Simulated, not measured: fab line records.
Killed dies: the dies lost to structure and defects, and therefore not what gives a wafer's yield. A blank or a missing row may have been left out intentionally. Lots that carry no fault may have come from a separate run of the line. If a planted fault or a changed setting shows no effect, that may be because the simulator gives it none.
fab line records	flow n5_finfet
record lots=7	wafers=21	last_day=17
route steps=1938 shown WELL_APT@21 PASSIVATION@1936
lots that met no fault: taken from a fault-free run of the same line
start_h: hours from the record's first day to the start of the lot's first wafer shown	wait_h: how many hours have passed since the lot's step before this one	" identical to the entry in the row above	L1.1+2: several wafers, shown together as one row	- no value, or no start was given	* or withheld: withheld	< > ~ a bound
route shown NAME@n: NAME is a module with steps in the file, n the number in the route of the first one	usual: mean/standard deviation of fault-free wafers	same: alike in all rows	chamber/n: place in a boat	sites: the reading at each site	_std_site: standard deviation of those values	_edge_site: mean of outer sites minus mean of inner sites	radius_mm: how far each site lies from the wafer's centre	mask NAME#n: copy n	behind: the last tool/chamber to shape the wafer	hold: cause of the lot's hold/its duration in hours/its outcome	device: the n, p or np transistor that did not switch	end of line: the same wafers' tests at the end of the route	a step with no rows: only its recipe	killed: at the first sort, the dies lost to defects and structure; wafer yield is something else	map: a wafer's dies, x killed, . not, _ none there
set.NAME: the setting as run; set.NAME@STEP: as run at that earlier step	model.NAME: the simulator's own value behind a step, which no gauge read
a table for each step, a row for each wafer; lots at some steps of the route
services: from which hour (start_h, from the record's first day; less than 0 if before it) a tool's chamber was out of use, for how many hours, and why
## steps
# step N5_WELL_APT_COAT_02
# recipe spin_rpm=1357	resist_thk_nm=950
# step N5_WELL_APT_EBR_04
# recipe solvent=PGMEA	ebr_width_mm=1.5
# step N5_WELL_APT_SOFTBAKE_03
# recipe temp_c=130	time_s=60
# step N5_WELL_APT_EXPOSE_05
# recipe mask_id=NWELL	na=0.8	source_shape=conventional	sigma_outer=0.8	polarization=unpolarized	defocus_nm=0	target_cd_nm=200	dose_mj=20.3
# step N5_WELL_APT_PEB_06
# recipe peb_temp_c=130	peb_time_s=90
# step N5_WELL_APT_DEVELOP_07
# recipe develop_time_s=45	rinse_liquid=surfactant_rinse	dry=air_spin	dev_temp_c=21
# step N5_WELL_APT_HARDBAKE_12
# recipe temp_c=130	time_s=120
# step N5_WELL_APT_CD_MEAS_08
# recipe target_cd_nm=200	landing_energy_ev=500	detector=se_inlens
# usual cd_nm=199.9/1.5
lot.wafer	tool	chamber	start_h	wait_h	cd_nm
L626.1	cd_sem-01	0	13.68	-	199.2
L626.4	"	0	"	"	198.3
L626.5	"	0	"	"	200.6
L629.1	cd_sem-01	0	31.56	-	201.8
L629.5	"	0	"	"	200.4
L629.6	"	0	"	"	198.5
L631.2	cd_sem-03	0	43.70	-	197.9
L631.3	"	0	"	"	199.2
L631.5	"	0	"	"	200.3
L632.2	cd_sem-01	0	49.98	-	197.6
L632.3	"	0	"	"	196.5
L632.6	"	0	"	"	197.4
L634.3	cd_sem-03	0	61.81	-	202.9
L634.4	"	0	"	"	199.9
L634.6	"	0	"	"	201.6
L635.1	cd_sem-03	0	68.25	-	199.2
L635.2	"	0	"	"	199.5
L635.5	"	0	"	"	197.2
L643.3	cd_sem-02	0	115.80	-	200.4
L643.5	"	0	"	"	201.0
L643.6	"	0	"	"	201.8
# step N5_WELL_APT_OVL_MEAS_09
# recipe points_per_wafer=44
# usual NWELL_OVL=0/5.6
lot.wafer	tool	chamber	start_h	wait_h	NWELL_OVL[nm]
L626.1	overlay-02	0	13.71	0.0	0
L626.4	"	0	"	"	-1
L626.5	"	0	"	"	-6
L629.1	overlay-01	0	31.59	0.0	-2
L629.5	"	0	"	"	-2
L629.6	"	0	"	"	-4
L631.2	overlay-02	0	43.73	0.0	-8
L631.3	"	0	"	"	-11
L631.5	"	0	"	"	2
L632.2	overlay-01	0	50.01	0.0	-1
L632.3	"	0	"	"	3
L632.6	"	0	"	"	-4
L634.3	overlay-01	0	61.87	0.1	-2
L634.4	"	0	"	"	-12
L634.6	"	0	"	"	-7
L635.1	overlay-01	0	68.28	0.0	-10
L635.2	"	0	"	"	-10
L635.5	"	0	"	"	-10
L643.3	overlay-02	0	115.83	0.0	3
L643.5	"	0	"	"	3
L643.6	"	0	"	"	9
# step N5_WELL_APT_INSPECT_10
# recipe mode=adi	inspect_instrument=macro
# usual raw_defect_count=2.2/1.4
lot.wafer	tool	chamber	start_h	wait_h	raw_defect_count
L626.1	defect_inspect-01	-	13.74	0.0	3
L626.4	"	-	"	"	4
L626.5	"	-	"	"	2
L629.1	defect_inspect-01	-	31.61	0.0	2
L629.5	"	-	"	"	1
L629.6	"	-	"	"	1
L631.2	defect_inspect-02	-	43.75	0.0	1
L631.3	"	-	"	"	3
L631.5	"	-	"	"	5
L632.2	defect_inspect-02	-	50.04	0.0	3
L632.3	"	-	"	"	2
L632.6	"	-	"	"	2
L634.3	defect_inspect-02	-	61.89	0.0	2
L634.4	"	-	"	"	4
L634.6	"	-	"	"	2
L635.1	defect_inspect-01	-	68.30	0.0	5
L635.2	"	-	"	"	3
L635.5	"	-	"	"	3
L643.3	defect_inspect-02	-	115.86	0.0	1
L643.5	"	-	"	"	1
L643.6	"	-	"	"	1
# step N5_WELL_APT_DESCUM_13
# recipe chemistry=O2	time_s=7.9	source_power_w=50	bias_power_w=20	pressure_mtorr=20	rf_frequency_hz=2.712e+07	temp_c=40	o2_flow_sccm=225
# usual drypump_motor_current_A=6.0/0.36	oes_product_au=0.77/0.069	rf_vpp_V=243.1/1.2	showerhead_plenum_p_Torr=2.08/0.061	throttle_valve_pct=20.36/0.23
# same time_s=7.9
lot.wafer	tool	chamber	start_h	wait_h	drypump_motor_current_A	oes_product_au	rf_hours_counter_h	rf_vpp_V	showerhead_plenum_p_Torr	throttle_valve_pct
L626.1	rie_diel-04	1	13.77	0.0	6.3	0.92	24	242.7	2.05	19.95
L626.4	"	3	"	"	5.1	0.71	232	242.9	2.15	20.66
L626.5	"	2	"	"	6.1	0.76	-	243.4	2.08	20.41
L629.1	rie_diel-02	1	31.65	0.0	6.1	0.73	157	242.8	2.08	20.06
L629.5	"	3	"	"	5.5	0.70	-	243.3	2.14	20.68
L629.6	"	0	"	"	6.3	0.94	-	240.7	2.04	20.19
L631.2	rie_diel-04	1	43.79	0.0	6.3	0.89	35	243.5	2.04	19.94
L631.3	"	2	"	"	6.1	0.76	174	242.6	2.08	20.42
L631.5	"	1	"	"	6.3	0.89	-	241.4	2.04	19.97
L632.2	rie_diel-02	1	51.01	1.0	6.0	0.72	163	243.0	2.07	20.07
L632.3	"	3	"	"	5.5	0.69	221	243.1	2.14	20.68
L632.6	"	1	"	"	6.0	0.72	-	243.0	2.07	20.06
L634.3	rie_diel-02	2	62.10	0.2	5.8	0.77	124	244.2	2.20	20.37
L634.4	"	1	"	"	6.0	0.71	168	243.4	2.07	20.05
L634.6	"	2	"	"	5.9	0.77	-	243.1	2.20	20.37
L635.1	rie_diel-04	3	68.34	0.0	5.1	0.70	249	242.6	2.14	20.69
L635.2	"	2	"	"	6.1	0.74	182	243.2	2.07	20.43
L635.5	"	2	"	"	6.1	0.74	-	243.3	2.07	20.43
L643.3	rie_diel-02	0	116.04	0.2	6.3	0.86	56	242.9	2.03	20.22
L643.5	"	0	"	"	6.3	0.87	-	242.9	2.03	20.24
L643.6	"	1	"	"	6.1	0.70	-	243.6	2.07	20.09
# step N5_WELL_APT_IMPLANT_14
# recipe species=P	energy_kev=160	dose_cm2=1.5e+13	tilt_deg=0	rotation_deg=0
# step N5_WELL_APT_IMPLANT_15
# recipe species=As	energy_kev=25	dose_cm2=1.5e+13	tilt_deg=0	rotation_deg=0
# usual beam_on_s=10.00/0.2	dose_ions_cm2=1.5001e+13/1.7e+10	faraday_current_uA=190/3.7	tilt_deg=0.004/0.023
lot.wafer	tool	chamber	start_h	wait_h	beam_on_s	dose_ions_cm2	faraday_current_uA	tilt_deg
L626.1	implanter-01	0	14.05	0.1	10.04	1.5015e+13	191	0.040
L626.4	"	0	"	"	10.00	1.5005e+13	190	0.030
L626.5	"	0	"	"	10.30	1.5002e+13	185	0.009
L629.1	implanter-02	0	34.59	2.8	9.72	1.4984e+13	195	-0.001
L629.5	"	0	"	"	9.46	1.4966e+13	201	-0.029
L629.6	"	0	"	"	10.01	1.4967e+13	191	-0.049
L631.2	implanter-02	0	44.10	0.1	10.19	1.3307e+13	165	0.015
L631.3	"	0	"	"	9.63	1.3293e+13	175	-0.022
L631.5	"	0	"	"	9.98	1.3276e+13	170	-0.030
L632.2	implanter-02	0	51.32	0.1	9.77	1.3303e+13	172	0.032
L632.3	"	0	"	"	9.85	1.3278e+13	170	0.036
L632.6	"	0	"	"	10.13	1.3269e+13	167	0.006
L634.3	implanter-02	0	62.44	0.1	10.21	1.3314e+13	165	0.021
L634.4	"	0	"	"	10.30	1.3271e+13	163	0.009
L634.6	"	0	"	"	9.71	1.3281e+13	173	-0.005
L635.1	implanter-01	0	68.61	0.1	10.13	1.4987e+13	188	-0.018
L635.2	"	0	"	"	9.78	1.5021e+13	194	-0.004
L635.5	"	0	"	"	10.21	1.5e+13	188	-0.004
L643.3	implanter-01	0	116.38	0.1	10.11	1.501e+13	187	0.021
L643.5	"	0	"	"	10.00	1.4967e+13	191	-0.002
L643.6	"	0	"	"	9.89	1.4997e+13	192	0.016
# step N5_WELL_APT_STRIP_16
# recipe chemistry=SPM	time_s=900	temp_c=130	h2so4_h2o2_vol_ratio=4	dry=ipa_marangoni
# step N5_PASSIVATION_PROBE_49
# usual defect_limited_yield=91.2/1.6	killed_at_M0_to_M3=31/10	killed_at_M4_up=14/4.4	killed_at_contacts=13/6	killed_at_front_end=43/13	killed_at_other=3.5/2.6	killed_dies=104/18	killed_open=68/14	killed_short=34/8.1	sort_bin_5_function=5.1/1.1	sort_bin_6_memory=3.3/0.68	sort_n_pass=1076/18	sort_yield_pct=91.2/1.6
# same gross_dies=1180	killed_at_back_side=0	sort_bin_4_leakage[%]=0	sort_bin_8_speed[%]=0
lot.wafer	tool	chamber	start_h	wait_h	defect_limited_yield[%]	killed_at_M0_to_M3	killed_at_M4_up	killed_at_contacts	killed_at_front_end	killed_at_other	killed_dies	killed_open	killed_short	sort_bin_5_function[%]	sort_bin_6_memory[%]	sort_n_pass	sort_yield_pct[%]
L626.1	prober-01	-	278.27	0.0	90.2	29	12	20	48	7	116	68	46	5.4	4.1	1064	90.2
L626.4	prober-01	-	278.42	0.2	92.0	31	14	13	34	2	94	60	28	5.1	2.2	1086	92.0
L626.5	prober-01	-	278.47	0.2	90.0	52	12	9	40	5	118	63	53	5.6	4.1	1062	90.0
L629.1	prober-02	-	292.25	0.0	92.8	29	10	11	35	0	85	57	28	3.9	3.0	1095	92.8
L629.5	prober-02	-	292.45	0.2	93.5	25	14	9	23	6	77	54	22	3.7	2.5	1103	93.5
L629.6	prober-02	-	292.50	0.3	94.2	32	9	6	22	0	69	41	27	3.2	2.2	1111	94.2
L635.1	prober-01	-	331.49	0.0	91.4	31	16	9	43	3	102	62	35	4.2	3.5	1078	91.4
L635.2	prober-01	-	331.54	0.1	90.5	31	15	14	49	3	112	68	44	5.3	3.6	1068	90.5
L635.5	prober-01	-	331.69	0.2	93.1	31	4	8	36	3	82	51	27	4.0	2.5	1098	93.1
L643.3	prober-01	-	409.48	0.1	92.1	35	15	19	24	0	93	68	23	4.7	2.8	1087	92.1
L643.5	prober-01	-	409.58	0.2	91.5	34	17	14	34	1	100	66	28	4.3	3.4	1080	91.5
L643.6	prober-01	-	409.63	0.3	91.9	25	11	25	28	6	95	65	29	4.6	3.1	1085	91.9
# killed by level:class
L626.1 FIN_SAQP:geometric_particle:short=21 MOL_CONTACT_COAG:geometric_particle:open=17 BEOL_M3:geometric_particle:open=9 BEOL_M0_SAQP:geometric_particle:open=7 BEOL_M4:geometric_particle:open=6 STI_FIN_REVEAL:geometric_particle:open=6 FIN_SAQP:geometric_particle:open=4 BEOL_M3:geometric_particle:short=4
L626.4 FIN_SAQP:geometric_particle:open=12 BEOL_M3:geometric_particle:open=10 MOL_CONTACT_COAG:geometric_particle:open=8 FIN_SAQP:geometric_particle:short=6 DUMMY_GATE:geometric_particle:open=6 BEOL_M0_SAQP:geometric_particle:short=6 MOL_CONTACT_COAG:geometric_particle:short=5 BEOL_M0_SAQP:geometric_particle:open=5
L626.5 BEOL_M0_SAQP:geometric_particle:short=19 FIN_SAQP:geometric_particle:short=13 BEOL_M3:geometric_particle:open=13 BEOL_M0_SAQP:geometric_particle:open=9 FIN_SAQP:geometric_particle:open=8 MOL_CONTACT_COAG:geometric_particle:open=6 STI_FIN_REVEAL:geometric_particle:open=4 BEOL_M4:geometric_particle:open=4
L629.1 BEOL_M0_SAQP:geometric_particle:short=13 MOL_CONTACT_COAG:geometric_particle:open=11 FIN_SAQP:geometric_particle:open=10 BEOL_M0_SAQP:geometric_particle:open=9 DUMMY_GATE:geometric_particle:open=7 FIN_SAQP:geometric_particle:short=6 STI_FIN_REVEAL:geometric_particle:open=4 GATE_CUT:geometric_particle:short=3
L629.5 MOL_CONTACT_COAG:geometric_particle:open=9 BEOL_M0_SAQP:geometric_particle:open=8 STI_FIN_REVEAL:geometric_particle:open=5 STARTING-WAFER:geometric_particle:short=5 BEOL_M3:geometric_particle:open=5 BEOL_M4:geometric_particle:open=5 DUMMY_GATE:geometric_particle:open=3 DUMMY_GATE:geometric_particle:short=3
L629.6 BEOL_M3:geometric_particle:open=11 MOL_CONTACT_COAG:geometric_particle:open=5 BEOL_M0_SAQP:geometric_particle:short=5 BEOL_M0:geometric_particle:short=5 BEOL_M5:geometric_particle:open=5 BEOL_M1:geometric_particle:open=4 FIN_SAQP:geometric_particle:short=3 GATE_CUT:geometric_particle:short=3
L635.1 MOL_CONTACT_COAG:geometric_particle:open=8 BEOL_M1:geometric_particle:open=8 BEOL_M4:geometric_particle:open=8 FIN_SAQP:geometric_particle:short=7 GATE_CUT:geometric_particle:open=7 BEOL_M2:geometric_particle:short=7 STI_FIN_REVEAL:geometric_particle:open=6 BEOL_M2:geometric_particle:open=6
L635.2 FIN_SAQP:geometric_particle:open=11 FIN_SAQP:geometric_particle:short=10 STI_FIN_REVEAL:geometric_particle:open=9 MOL_CONTACT_COAG:geometric_particle:open=9 BEOL_M0_SAQP:geometric_particle:open=8 GATE_CUT:geometric_particle:short=6 BEOL_M2:geometric_particle:short=6 BEOL_M4:geometric_particle:open=6
L635.5 MOL_CONTACT_COAG:geometric_particle:open=8 BEOL_M0_SAQP:geometric_particle:short=8 FIN_SAQP:geometric_particle:open=6 DUMMY_GATE:geometric_particle:open=6 BEOL_M3:geometric_particle:open=6 FIN_SAQP:geometric_particle:short=5 BEOL_M0_SAQP:geometric_particle:open=5 BEOL_M2:geometric_particle:short=4
L643.3 MOL_CONTACT_COAG:geometric_particle:open=18 BEOL_M2:geometric_particle:open=9 BEOL_M0_SAQP:geometric_particle:open=6 BEOL_M0_SAQP:geometric_particle:short=6 BEOL_M1:geometric_particle:open=4 BEOL_M3:geometric_particle:open=4 BEOL_M4:geometric_particle:open=4 STARTING-WAFER:geometric_particle:short=4
L643.5 STI_FIN_REVEAL:geometric_particle:open=18 MOL_CONTACT_COAG:geometric_particle:open=11 BEOL_M0_SAQP:geometric_particle:open=6 BEOL_M3:geometric_particle:short=6 BEOL_M4:geometric_particle:open=6 BEOL_M0_SAQP:geometric_particle:short=5 BEOL_M3:geometric_particle:open=5 HKMG_FIN:area_etch=5
L643.6 MOL_CONTACT_COAG:geometric_particle:open=20 BEOL_M2:geometric_particle:open=11 BEOL_M0_SAQP:geometric_particle:short=6 MOL_CONTACT_COAG:geometric_particle:short=5 GATE_CUT:geometric_particle:short=4 BEOL_M0_SAQP:geometric_particle:open=4 STARTING-WAFER:geometric_particle:short=4 STI_FIN_REVEAL:geometric_particle:open=3
## services
tool	chamber	start_h	hours	kind
rie_diel-02	2	13.02	8.6	repair
rie_diel-04	-	26.51	1.0	repair
implanter-01	-	50.08	3.8	repair
rie_diel-04	3	73.27	-	clean
rie_diel-04	3	73.27	-	consumable_replace:focus_ring
rie_diel-04	3	73.27	14.5	scheduled_down
rie_diel-04	3	73.27	14.5	vent_cycle
implanter-01	-	82.77	6.2	repair
implanter-01	-	88.99	23.0	pm
rie_diel-04	3	99.28	11.7	repair
implanter-02	-	112.00	9.0	pm
## key
first_sign step=N5_WELL_APT_IMPLANT_15	reading=dose_ions_cm2	direction=down	sigmas=99+	usual=1.5001e+13	struck=1.3288e+13
effect step=N5_WELL_APT_IMPLANT_15	reading=faraday_current_uA	direction=down	sigmas=5.8	usual=190	struck=169
met_at N5_WELL_APT_IMPLANT_15
struck_wafers L631.2,L631.3,L631.5,L632.2,L632.3,L632.6,L634.3,L634.4,L634.6
rows_end L631.2,L631.3,L631.5,L632.2,L632.3,L632.6
onset_between 34.59 44.10
fault kind=process_parameter_drift	tool=implanter-02	chamber=-	onset_h=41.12	steps=N5_WELL_APT_IMPLANT_15	channel=dose_cm2	offset=-1.703e+12	shape=step	acts_in=these_recipes_only	stated=1.5e+13
# rows_end: these wafers met a further fault down the route, and their rows from its step on are left out
